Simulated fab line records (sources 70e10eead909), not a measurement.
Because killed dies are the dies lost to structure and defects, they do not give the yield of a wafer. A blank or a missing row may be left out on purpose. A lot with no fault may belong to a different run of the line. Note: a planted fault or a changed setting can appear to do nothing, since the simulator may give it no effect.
Chamber matching	flow nandHarc	NHARC_A_WL_FILL_ALD_00 on aldHk-04 has 4 sister chambers
The step deposits Al2O3, target thk 3 nm, pulse time 3 s, ald cycles 30. 14 wafers are shown with their chamber, then 7 later ones without.

== WAFERS, EACH WITH ITS CHAMBER ==
wafer	chamber	heaterPowerW (W)	precursorPulseHeightRel
L075.2	1	506	0.960
L075.3	0	448	0.970
L075.6	2	461	1.006
L077.1	1	515	1.007
L077.4	2	478	1.008
L077.6	2	464	0.987
L083.3	2	462	0.995
L083.5	0	464	1.015
L083.6	3	485	0.996
L088.2	1	517	1.019
L088.5	0	463	1.022
L088.6	1	506	1.040
L081.2	2	459	0.964
L081.3	1	524	0.987

SIGNATURES (averages over the wafers above)
reading	chamber 0	chamber 1	chamber 2	chamber 3	scatter within a chamber
heaterPowerW	458.33	513.60	464.80	485.00	7.93
precursorPulseHeightRel	1.00233	1.00260	0.99200	0.99600	0.0257
Rule: distance of a wafer from a chamber = root of the sum over the readings of ((wafer's reading minus chamber's mean) / reading's scatter) squared. The wafer belongs to the nearest chamber; if the next one is less than 2 further off, it can't be placed. The scatter is the square root of a quotient: the sum, over the shown wafers, of each reading's squared deviation from its chamber's mean, divided by wafers minus chambers.

== WAFERS WITHOUT THEIR CHAMBER ==
wafer	heaterPowerW (W)	precursorPulseHeightRel
L081.4	494	0.986
L089.2	470	1.022
L089.3	475	0.971
L089.6	519	0.971
L090.1	505	0.980
L090.2	481	0.993
L090.5	474	1.014

== CHAMBER TAKEN BY EACH ==
wafer	from the rows above	in truth
L081.4	can't be placed: 3 or 1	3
L089.2	can't be placed: 2 or 0 or 3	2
L089.3	can't be placed: 2 or 3 or 0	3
L089.6	1	1
L090.1	can't be placed: 1 or 3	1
L090.2	can't be placed: 3 or 2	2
L090.5	can't be placed: 2 or 3 or 0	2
Correct placement for 1 of the 7. Cannot be placed on the basis of these rows: 6; the candidates contain the true chamber in 6. Placed wrongly: 0.
